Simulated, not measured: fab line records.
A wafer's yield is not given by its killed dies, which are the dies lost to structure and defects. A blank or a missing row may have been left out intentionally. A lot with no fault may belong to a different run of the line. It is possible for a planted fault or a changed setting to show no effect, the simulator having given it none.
Chamber matching :: flow nandHarc :: rieDiel-03 running NHARC_A_CHANNEL_FILL_D1_ETCHBACK_20: 4 sister chambers
The step etches the open film in C4F8/O2/Ar, target depth 27 nm, time 13.5 s. 7 wafers are shown with their chamber, then 8 later ones without.

WAFERS, EACH WITH ITS CHAMBER
wafer: L505.5
chamber: 0
rfVppV (V): 978
oesProductAu (a.u.): 1.02

wafer: L511.2
chamber: 2
rfVppV (V): 983
oesProductAu (a.u.): 1.00

wafer: L511.4
chamber: 3
rfVppV (V): 973
oesProductAu (a.u.): 0.99

wafer: L515.1
chamber: 1
rfVppV (V): 975
oesProductAu (a.u.): 1.01

wafer: L515.3
chamber: 2
rfVppV (V): 982
oesProductAu (a.u.): 1.02

wafer: L515.5
chamber: 3
rfVppV (V): 972
oesProductAu (a.u.): 1.00

wafer: L518.1
chamber: 1
rfVppV (V): 975
oesProductAu (a.u.): 1.02

WAFERS WITH NO CHAMBER GIVEN
wafer: L518.4
rfVppV (V): 972
oesProductAu (a.u.): 0.99

wafer: L518.6
rfVppV (V): 982
oesProductAu (a.u.): 1.02

wafer: L524.2
rfVppV (V): 983
oesProductAu (a.u.): 0.95

wafer: L524.4
rfVppV (V): 982
oesProductAu (a.u.): 0.93

wafer: L524.5
rfVppV (V): 979
oesProductAu (a.u.): 0.93

wafer: L527.1
rfVppV (V): 981
oesProductAu (a.u.): 0.93

wafer: L527.3
rfVppV (V): 978
oesProductAu (a.u.): 0.92

wafer: L527.6
rfVppV (V): 975
oesProductAu (a.u.): 0.94

WHICH CHAMBER EACH ONE RAN IN
wafer: L518.4
from the rows above: 3
in truth: 3

wafer: L518.6
from the rows above: 2
in truth: 2

wafer: L524.2
from the rows above: 2
in truth: 2

wafer: L524.4
from the rows above: 2
in truth: 2

wafer: L524.5
from the rows above: can't be placed: 0 or 2 or 1
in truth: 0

wafer: L527.1
from the rows above: can't be placed: 2 or 0
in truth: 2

wafer: L527.3
from the rows above: can't be placed: 0 or 1 or 2
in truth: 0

wafer: L527.6
from the rows above: can't be placed: 3 or 1
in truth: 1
Correct placement for 4 of the 8. Unplaceable from these rows: 4, with the true chamber sitting among the candidates in 4. 0 placed wrongly.
How it was worked out, from the rows above alone: a wafer's distance from a chamber is the root of the sum, over the readings, of the square of ((its reading less the chamber's mean) divided by the reading's scatter). If the next closest chamber is less than 2 further off than the closest, the wafer can't be placed; otherwise it belongs to the closest. Each chamber's mean is taken over the wafers shown for it. How the scatter is found: for the shown wafers, subtract from each reading the mean of its chamber, square and add these, divide the total by (wafers less chambers), then take the root.
